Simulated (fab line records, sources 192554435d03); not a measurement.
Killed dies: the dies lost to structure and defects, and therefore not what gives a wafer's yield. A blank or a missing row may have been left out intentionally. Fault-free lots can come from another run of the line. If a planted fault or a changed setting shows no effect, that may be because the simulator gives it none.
Which tool did it? | flow n5 finfet | Sampling: 13 lots, 35 wafers, 4 of 1938 route steps

## WHAT THE GAUGES READ, wafer by wafer
N5_BEOL_M14_INSPECT_55: inspects for defects (darkfield).
lot  | measured     | on                | raw defect count
L393 | day 11 07:25 | defect inspect-02 | 68 96 58
L392 | day 11 21:06 | defect inspect-02 | 38 55
L394 | day 11 23:38 | defect inspect-01 | 65 50
L395 | day 12 14:07 | defect inspect-01 | 47 35 45
L396 | day 12 14:13 | defect inspect-02 | 51 50 66
L398 | day 12 14:32 | defect inspect-02 | 68 63 63
L397 | day 12 18:08 | defect inspect-02 | 85 78 43
L404 | day 14 12:11 | defect inspect-01 | 37 61 49
L407 | day 15 21:18 | defect inspect-01 | 83 76 60
L408 | day 15 23:20 | defect inspect-01 | 86 56 88
L410 | day 16 09:52 | defect inspect-02 | 48 60
L414 | day 17 07:11 | defect inspect-02 | 79 57
L415 | day 17 09:14 | defect inspect-01 | 44 43 52

N5_BEOL_M15_OVL_MEAS_29.
lot  | measured     | on         | M15_OVL (nm)
L393 | day 11 09:37 | overlay-02 | 5 -7 -1
L392 | day 11 23:37 | overlay-02 | 3 -1
L394 | day 12 01:59 | overlay-01 | 4 8
L395 | day 12 16:40 | overlay-01 | -8 -5 3
L396 | day 12 17:02 | overlay-01 | -4 4 -1
L398 | day 12 17:39 | overlay-01 | -1 -4 -6
L397 | day 12 20:58 | overlay-01 | 8 3 -4
L404 | day 14 14:40 | overlay-02 | 5 -3 3
L407 | day 15 23:31 | overlay-02 | 0 -5 -7
L408 | day 16 01:34 | overlay-02 | 5 3 6
L410 | day 16 11:56 | overlay-02 | 4 7
L414 | day 17 09:24 | overlay-02 | -3 -4
L415 | day 17 11:32 | overlay-01 | 1 3 0

## TOOL THAT RAN EACH LOT (tool first, then ch and the chambers of the sampled wafers, then the start)
lot  | N5_BEOL_M15_ETCH_59                | N5_BEOL_M15_COAT_60
L393 | rie diel-05 ch 0,1,2, day 11 08:07 | litho track-03 ch 0, day 11 09:11
L392 | rie diel-04 ch 1,2, day 11 22:07   | litho track-03 ch 0, day 11 23:11
L394 | rie diel-01 ch 1,3, day 12 00:37   | litho track-04 ch 0, day 12 01:41
L395 | rie diel-04 ch 0,1,2, day 12 14:58 | litho track-04 ch 0, day 12 16:22
L396 | rie diel-04 ch 1,2,3, day 12 15:22 | litho track-03 ch 0, day 12 16:37
L398 | rie diel-01 ch 1,2,3, day 12 16:13 | litho track-03 ch 0, day 12 17:21
L397 | rie diel-01 ch 0,2,3, day 12 19:26 | litho track-04 ch 0, day 12 20:33
L404 | rie diel-05 ch 0,1,3, day 14 13:17 | litho track-04 ch 0, day 14 14:22
L407 | rie diel-05 ch 0,1,2, day 15 22:08 | litho track-01 ch 0, day 15 23:13
L408 | rie diel-05 ch 0,1, day 16 00:03   | litho track-01 ch 0, day 16 01:07
L410 | rie diel-01 ch 1,2, day 16 10:34   | litho track-01 ch 0, day 16 11:38
L414 | rie diel-04 ch 0,1, day 17 07:54   | litho track-01 ch 0, day 17 08:59
L415 | rie diel-04 ch 0,2,3, day 17 09:57 | litho track-03 ch 0, day 17 11:07
- N5_BEOL_M15_ETCH_59: etches BARC in N2/H2, target depth 89 nm, overetch 26.7 nm, time 67.9 s.
- N5_BEOL_M15_COAT_60: time 60 s, resist thk 89 nm.

## AS READ BY THE TOOLS THEMSELVES (means over the sampled wafers that have a number; for cases with no such wafer, the mark the record gives instead)
N5_BEOL_M15_ETCH_59.
lot  | tool        | drypump motor current A (A) | oes product au (a.u.) | rf vpp V (V) | showerhead plenum p Torr (Torr) | throttle valve pct (%)
L393 | rie diel-05 | 5.5                         | 0.63                  | 524.0        | 2.54                            | 17.90
L392 | rie diel-04 | 6.0                         | 0.64                  | 522.8        | 2.50                            | 18.18
L394 | rie diel-01 | 5.3                         | 0.70                  | 525.0        | 2.58                            | 17.77
L395 | rie diel-04 | 6.2                         | 0.70                  | 523.6        | 2.54                            | 18.06
L396 | rie diel-04 | 5.8                         | 0.68                  | 522.9        | 2.53                            | 17.93
L398 | rie diel-01 | 5.4                         | 0.71                  | 523.7        | 2.54                            | 17.80
L397 | rie diel-01 | 5.8                         | 0.71                  | 524.7        | 2.58                            | 17.92
L404 | rie diel-05 | 5.9                         | 0.63                  | 523.8        | 2.54                            | 18.06
L407 | rie diel-05 | 5.6                         | 0.62                  | 523.5        | 2.53                            | 17.95
L408 | rie diel-05 | 5.8                         | 0.62                  | 523.1        | 2.49                            | 18.06
L410 | rie diel-01 | 5.5                         | 0.70                  | 522.5        | 2.51                            | 17.71
L414 | rie diel-04 | 6.0                         | 0.68                  | 525.1        | 2.57                            | 18.02
L415 | rie diel-04 | 6.1                         | 0.69                  | 524.3        | 2.53                            | 17.87

N5_BEOL_M15_COAT_60.
lot  | tool           | heater power total W (W) | run length s (s)
L393 | litho track-03 | 391.8                    | 66.25
L392 | litho track-03 | 391.5                    | 66.38
L394 | litho track-04 | 391.8                    | 65.95
L395 | litho track-04 | 392.9                    | 65.95
L396 | litho track-03 | 391.2                    | 66.33
L398 | litho track-03 | 391.5                    | 66.16
L397 | litho track-04 | 392.3                    | 65.89
L404 | litho track-04 | 404.7                    | 62.95
L407 | litho track-01 | 391.0                    | 66.21
L408 | litho track-01 | 392.8                    | 66.34
L410 | litho track-01 | 392.2                    | 66.37
L414 | litho track-01 | 390.3                    | 66.22
L415 | litho track-03 | 391.2                    | 66.29

## THE ANSWER, worked out from the rows above alone
Rule: usual is defined by the lots themselves. Put in order of their means at a reading, lots are off if they are a third of the lots or fewer, leave a main group of 4 or more, and stand apart from it by a gap of 3 or more times the standard deviation of the main group's means; of several such gaps the widest counts. If all means in a main group match to the digits the tables above print for the reading, that group is not used. Also off: a lot with no number at a reading for which 4 or more lots have one. Where the step has rows for the other lots, those lots are counted as sound. The gauges are gone through in route order, then the tools' own readings, and for those a lot's mean is taken as printed above. The first step at which some lot is off is used, and at that step the reading that is off furthest; a lot without a number counts as furthest.
Off: L404 (N5_BEOL_M15_COAT_60, run length s). The main group has a mean of 66.19 s with a standard deviation of 0.17.
If a tool, at that step or one of the process steps before it, ran each lot that is off and ran no sound lot following the first of them, it fits. One fits: litho track-04 at N5_BEOL_M15_COAT_60. Its last sound lot is L397 (day 12 20:33), its first lot that is off L404 (day 14 14:22): a fault that began between those two fits.
The tool's own readings at N5_BEOL_M15_COAT_60 bear it out: on the lots that are off they differ by more than 5 times the standard deviation of the sound lots' means. heater power total W reads 404.7 W there against 391.7 W on the sound lots; run length s reads 62.95 s there against 66.19 s on the sound lots.

## WHAT HAD BEEN PUT IN BY THE SIMULATOR
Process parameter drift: litho track-04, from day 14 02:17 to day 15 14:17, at N5_BEOL_M15_COAT_60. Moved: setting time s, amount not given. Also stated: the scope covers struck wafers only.
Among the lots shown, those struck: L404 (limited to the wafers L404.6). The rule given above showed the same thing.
